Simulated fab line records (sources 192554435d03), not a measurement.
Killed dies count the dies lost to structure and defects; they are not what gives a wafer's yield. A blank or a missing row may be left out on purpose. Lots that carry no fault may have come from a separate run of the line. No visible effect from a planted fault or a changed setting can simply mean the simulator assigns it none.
Chamber matching / flow n5Finfet / rieDiel-01 running N5_SD_EPI_P_ETCH_47: 4 sister chambers
The step etches SiOCN in CH3F/O2, target depth 25 nm. 8 wafers are shown with their chamber, then 8 later ones without.

== EACH WAFER AND ITS CHAMBER ==
wafer=L079.3; chamber=0; showerheadPlenumPTorr (Torr)=2.09; drypumpMotorCurrentA (A)=5.1
wafer=L082.1; chamber=1; showerheadPlenumPTorr (Torr)=1.97; drypumpMotorCurrentA (A)=5.6
wafer=L082.2; chamber=0; showerheadPlenumPTorr (Torr)=2.09; drypumpMotorCurrentA (A)=5.1
wafer=L082.3; chamber=3; showerheadPlenumPTorr (Torr)=1.97; drypumpMotorCurrentA (A)=6.4
wafer=L084.2; chamber=3; showerheadPlenumPTorr (Torr)=1.97; drypumpMotorCurrentA (A)=6.3
wafer=L084.3; chamber=2; showerheadPlenumPTorr (Torr)=2.03; drypumpMotorCurrentA (A)=5.4
wafer=L084.5; chamber=1; showerheadPlenumPTorr (Torr)=1.97; drypumpMotorCurrentA (A)=5.6
wafer=L087.1; chamber=2; showerheadPlenumPTorr (Torr)=2.02; drypumpMotorCurrentA (A)=5.4

== WAFERS WHOSE CHAMBER IS MISSING ==
wafer=L087.3; showerheadPlenumPTorr (Torr)=1.97; drypumpMotorCurrentA (A)=5.6
wafer=L087.6; showerheadPlenumPTorr (Torr)=2.02; drypumpMotorCurrentA (A)=5.4
wafer=L088.1; showerheadPlenumPTorr (Torr)=2.02; drypumpMotorCurrentA (A)=5.4
wafer=L088.3; showerheadPlenumPTorr (Torr)=1.97; drypumpMotorCurrentA (A)=5.6
wafer=L088.5; showerheadPlenumPTorr (Torr)=2.02; drypumpMotorCurrentA (A)=5.4
wafer=L091.2; showerheadPlenumPTorr (Torr)=2.09; drypumpMotorCurrentA (A)=5.1
wafer=L091.3; showerheadPlenumPTorr (Torr)=2.02; drypumpMotorCurrentA (A)=5.4
wafer=L091.4; showerheadPlenumPTorr (Torr)=1.96; drypumpMotorCurrentA (A)=5.6

== WHICH CHAMBER EACH WENT THROUGH ==
wafer=L087.3; from the rows above=1; in truth=1
wafer=L087.6; from the rows above=2; in truth=2
wafer=L088.1; from the rows above=2; in truth=2
wafer=L088.3; from the rows above=1; in truth=1
wafer=L088.5; from the rows above=2; in truth=2
wafer=L091.2; from the rows above=0; in truth=0
wafer=L091.3; from the rows above=2; in truth=2
wafer=L091.4; from the rows above=1; in truth=1
8 of 8 placed correctly. Left unplaced by these rows: 0. Wrongly placed: 0.
How it was worked out, from the rows above alone: a wafer's distance from a chamber is the root of the sum, over the readings, of the square of ((its reading less the chamber's mean) divided by the reading's scatter). The wafer belongs to the nearest chamber; if the next one is less than 2 further off, it can't be placed. A chamber's mean is the mean of its shown wafers. The scatter: take each reading less its chamber's mean, square it, sum over the shown wafers, divide by the number of wafers less the number of chambers, and take the root.
